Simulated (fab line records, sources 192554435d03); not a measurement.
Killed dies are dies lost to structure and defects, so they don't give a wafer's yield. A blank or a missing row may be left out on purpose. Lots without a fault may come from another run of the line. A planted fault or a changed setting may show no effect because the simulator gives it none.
fab line records | flow n5_finfet
record lots=7 wafers=39
route steps=1938 shown ZERO_LAYER@11 FIN_CUT@173 MOL_CONTACT_COAG@547 BEOL_M1@818 BEOL_M3@993 BEOL_M4@1111
start_h: hours from the record's first day to the start of the lot's first wafer shown | wait_h: hours since the lot's step before | " the same as in the row above | L1.1+2: a row that stands for several wafers | - no value, or no start given | * or withheld: withheld | < > ~ a bound
route shown NAME@n: a module of which the file shows steps, and the number in the route of the first | usual: mean/standard deviation of fault-free wafers | same: alike in all rows | chamber/n: place in a boat | sites: the reading at each site | _std_site: their standard deviation | _edge_site: outer sites' mean less inner sites' | radius_mm: how far each site lies from the wafer's centre | mask NAME#n: copy n | behind: the tool/chamber that last shaped the wafer | hold: why the lot was held/for how many hours/how that ended | device: the transistor (n, p or np) that didn't switch | end of line: the same wafers' tests at the end of the route | a step without rows: its recipe alone | killed: dies lost to structure and defects at the first sort, not the wafer's yield | map: a wafer's dies, x killed, . not, _ none there
set.NAME: the setting as run; set.NAME@STEP: as run at that earlier step | model.NAME: the simulator's own value behind a step, which no gauge read
lots whose settings were changed on purpose; a table a step, a row a wafer
## steps
# step N5_ZERO_LAYER_DEVELOP_10
# recipe develop_time_s=60 rinse_liquid=diw dry=air_spin dev_temp_c=21
# step N5_FIN_CUT_CUT_ETCH_26
# recipe chemistry=CH3F/O2 target=SiNx target_depth_a=390 mask_material=SOC time_s=55.7 pressure_mtorr=30 source_w=395 bias_w=73 Ar_flow_sccm=150 CH3F_flow_sccm=30 O2_flow_sccm=20 ion_energy_ev=120
# step N5_MOL_CONTACT_COAG_SPUTTER_143
# recipe material=Co target_thk_a=25 temp_c=25 chamber_pressure_pa=0.2
# step N5_BEOL_M1_SPUTTER_81
# recipe material=Cu target_thk_a=45 temp_c=-20 chamber_pressure_pa=0.07 power_w=withheld time_s=8.29
# step N5_BEOL_M3_CVD_47
# recipe material=Co target_thk_a=30 temp_c=withheld precursor=CCTBA/H2 pressure_torr=30 time_s=223.8
# step N5_BEOL_M4_RC_MEAS_101
# usual SERP_M3=193/21
# columns lot.wafer tool chamber start_h wait_h set.develop_time_s@ZERO_LAYER_DEVELOP_10 set.time_s@FIN_CUT_CUT_ETCH_26 set.target_thk_a@MOL_CONTACT_COAG_SPUTTER_143 set.target_thk_a@BEOL_M1_SPUTTER_81 set.target_thk_a@BEOL_M3_CVD_47 SERP_M3[ohm/um]
L074.1 prober-01 0 183.49 0.0 30.47 86.84 18.29 36.07 30 165
L074.2 " 0 " " 60 86.84 18.29 36.07 19.63 123
L074.3 " 0 " " 60 86.84 25 45 30 176
L074.4 " 0 " " 30.47 55.7 25 36.07 19.63 132
L074.5 " 0 " " 60 55.7 18.29 45 30 153
L074.6 " 0 " " 30.47 55.7 25 45 19.63 125
L075.1 prober-02 0 183.59 0.0 60 55.7 25 45 30 218
L075.4 " 0 " " 60 55.7 25 45 30 194
L075.5 " 0 " " 60 55.7 25 45 30 188
L080.1 prober-01 0 202.96 0.5 24.3 74.57 25 45 30 207
L080.2 " 0 " " 24.3 55.7 17.73 69.2 30 197
L080.3 " 0 " " 24.3 74.57 17.73 69.2 21.2 132
L080.4 " 0 " " 60 55.7 17.73 45 21.2 146
L080.5 " 0 " " 60 55.7 25 45 21.2 145
L080.6 " 0 " " 60 74.57 25 69.2 30 184
L084.1 prober-01 0 231.34 0.7 39.49 55.7 25 45 30 210
L084.2 " 0 " " 60 55.7 39.79 33.82 30 186
L084.3 " 0 " " 60 55.7 25 33.82 45.32 324
L084.4 " 0 " " 60 55.7 39.79 45 30 187
L084.5 " 0 " " 39.49 55.7 25 33.82 45.32 334
L084.6 " 0 " " 39.49 55.7 39.79 45 45.32 319
L087.1 prober-01 0 252.68 0.0 60 55.7 25 57 30 207
L087.2 " 0 " " 31.56 55.7 37.37 57 34.68 209
L087.3 " 0 " " 31.56 55.7 37.37 57 34.68 211
L087.4 " 0 " " 31.56 55.7 25 45 34.68 210
L087.5 " 0 " " 60 55.7 37.37 45 30 181
L087.6 " 0 " " 60 55.7 25 45 30 182
L088.1 prober-01 0 255.37 0.0 79.49 29.33 25 52.04 30 214
L088.2 " 0 " " 79.49 55.7 17.52 52.04 30 180
L088.3 " 0 " " 60 55.7 25 45 30 234
L088.4 " 0 " " 60 55.7 25 45 30 199
L088.5 " 0 " " 79.49 29.33 17.52 52.04 30 209
L088.6 " 0 " " 60 29.33 17.52 45 30 176
L091.1 prober-01 0 269.81 0.0 60 24.02 34.33 45 30 188
L091.2 " 0 " " 60 24.02 25 45 30 181
L091.3 " 0 " " 60 55.7 34.33 45 30 192
L091.4 " 0 " " 60 24.02 25 25.96 30 177
L091.5 " 0 " " 60 55.7 25 25.96 30 180
L091.6 " 0 " " 60 55.7 34.33 25.96 30 162
## key
split step=N5_ZERO_LAYER_DEVELOP_10 setting=develop_time_s stated_as=60
response none clear
split step=N5_FIN_CUT_CUT_ETCH_26 setting=time_s stated_as=55.7
response none clear
split step=N5_MOL_CONTACT_COAG_SPUTTER_143 setting=target_thk_a stated_as=25
response none clear
split step=N5_BEOL_M1_SPUTTER_81 setting=target_thk_a stated_as=45
response none clear
split step=N5_BEOL_M3_CVD_47 setting=target_thk_a stated_as=30
response step=N5_BEOL_M4_RC_MEAS_101 reading=SERP_M3 slope=+2.01 per=1% together_with=all explained=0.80
